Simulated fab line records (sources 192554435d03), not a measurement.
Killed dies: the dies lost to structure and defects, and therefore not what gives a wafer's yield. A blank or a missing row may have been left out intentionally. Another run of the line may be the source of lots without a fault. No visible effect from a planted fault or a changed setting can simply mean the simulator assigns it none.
A single fault, viewed from 2 desks | flow n5-finfet | numbers are kept per desk, each desk with only its own; the story behind them comes last

## FOR THE TOOL OWNER'S DESK: rie-diel-02
The tool's own readings at N5_BEOL_M2_TRENCH_ETCH_37 (etches SiOC in C4F6/O2, target depth 55.555 nm, time 29.2 s): means of the sampled wafers that have a number, for each lot that ran on this tool. A lot is out of limits, marked OUT, if its mean lies more than 4 standard deviations from the usual mean; the brackets give that distance.
Columns: A = drypump-motor-current-A at N5_BEOL_M2_TRENCH_ETCH_37, usual 5.5 A; B = oes-product-au at N5_BEOL_M2_TRENCH_ETCH_37, usual 0.77 a.u.; C = rf-vpp-V at N5_BEOL_M2_TRENCH_ETCH_37, usual 665 V; D = run-length-s at N5_BEOL_M2_TRENCH_ETCH_37, usual 52.6 s; E = showerhead-plenum-p-Torr at N5_BEOL_M2_TRENCH_ETCH_37, usual 2.84 Torr; F = throttle-valve-pct at N5_BEOL_M2_TRENCH_ETCH_37, usual 20.84 %
lot  | first seen here | A   | B    | C   | D               | E    | F
L262 | day 7 16:56     | 5.3 | 0.83 | 664 | 52.1            | 2.84 | 20.75
L265 | day 8 01:52     | 5.7 | 0.78 | 655 | 52.6            | 2.92 | 20.91
L271 | day 9 19:14     | 5.4 | 0.81 | 655 | 52.7            | 2.91 | 20.79
L270 | day 10 06:23    | 5.3 | 0.80 | 663 | 57.2 (+11) OUT  | 2.83 | 20.77
L274 | day 10 08:44    | 5.6 | 0.82 | 659 | 57.5 (+12) OUT  | 2.90 | 20.83
L275 | day 10 17:52    | 5.4 | 0.80 | 655 | 55.0 (+5.9) OUT | 2.90 | 20.82
This desk finds L270, L274, L275 out of limits, L270 being first, at day 10 06:23 (run-length-s at N5_BEOL_M2_TRENCH_ETCH_37). Within limits: L262, L265, L271.

## FROM THE METROLOGY DESK
What the gauges read, lot by lot, whatever tool the lot ran on: means of the sampled wafers that have a number. A lot is out of limits, marked OUT, if its mean lies more than 4 standard deviations from the usual mean; the brackets give that distance. Shown are 7 of the 15 readings it has, namely the first that went out of limits plus those furthest out on some lot.
Columns: A = trench-depth-nm at N5_BEOL_M2_OCD_MEAS_38, usual 55.0 nm; B = M2_THK at N5_BEOL_M2_THK_MEAS_53, usual 38.6 nm; C = M2_RS at N5_BEOL_M2_RS_MEAS_58, usual 0.69 ohm/sq; D = SERP_M2 at N5_BEOL_M4_RC_MEAS_101, usual 205 ohm/um; E = SERP_M2_max_site at N5_BEOL_M4_RC_MEAS_101, usual 218 ohm/um; F = VT_N at N5_BEOL_M4_RC_MEAS_101, usual 249 mV; G = VT_P at N5_BEOL_M4_RC_MEAS_101, usual -250 mV
lot  | first seen here | A               | B               | C               | D   | E   | F   | G
L262 | day 7 17:05     | 55.4            | 38.2            | 0.69            | 221 | 232 | 250 | -256
L265 | day 8 02:02     | 55.1            | 37.5            | 0.72            | 208 | 216 | 247 | -248
L269 | day 9 04:25     | 54.7            | 39.0            | 0.68            | 205 | 220 | 252 | -250
L271 | day 9 19:23     | 55.0            | 39.9            | 0.66            | 202 | 215 | 252 | -249
L270 | day 10 06:32    | 63.5 (+14) OUT  | 47.6 (+6.0) OUT | 0.55 (-4.1) OUT | 168 | 180 | 248 | -250
L274 | day 10 08:54    | 64.9 (+17) OUT  | 49.4 (+7.2) OUT | 0.53 (-4.9) OUT | 165 | 176 | 248 | -248
L275 | day 10 18:01    | 60.2 (+8.7) OUT | 44.2            | 0.59            | 180 | 188 | 246 | -249
L281 | day 12 02:53    | 54.4            | 38.0            | 0.70            | 184 | 192 | 255 | -252
This desk finds L270, L274, L275 out of limits, L270 being first, at day 10 06:32 (trench-depth-nm at N5_BEOL_M2_OCD_MEAS_38). Within limits: L262, L265, L269, L271, L281.

## BROUGHT TOGETHER
At day 10 06:23, on L270, L274, L275, the tool owner's desk was in a position to raise an alarm.
On L270, L274, L275, the metrology desk was in a position to raise an alarm at day 10 06:32.
All the named lots went through N5_BEOL_M2_TRENCH_ETCH_37 on rie-diel-02.

## WHAT HAD BEEN PUT IN BY THE SIMULATOR
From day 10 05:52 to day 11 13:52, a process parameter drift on rie-diel-02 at N5_BEOL_M2_TRENCH_ETCH_37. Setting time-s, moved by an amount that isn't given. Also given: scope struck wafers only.
Lots struck among those shown: L270, L274, L275.
Counting hours from when the fault started, the first reading out of limits came at 1 for the tool owner's desk and at 1 for the metrology desk.
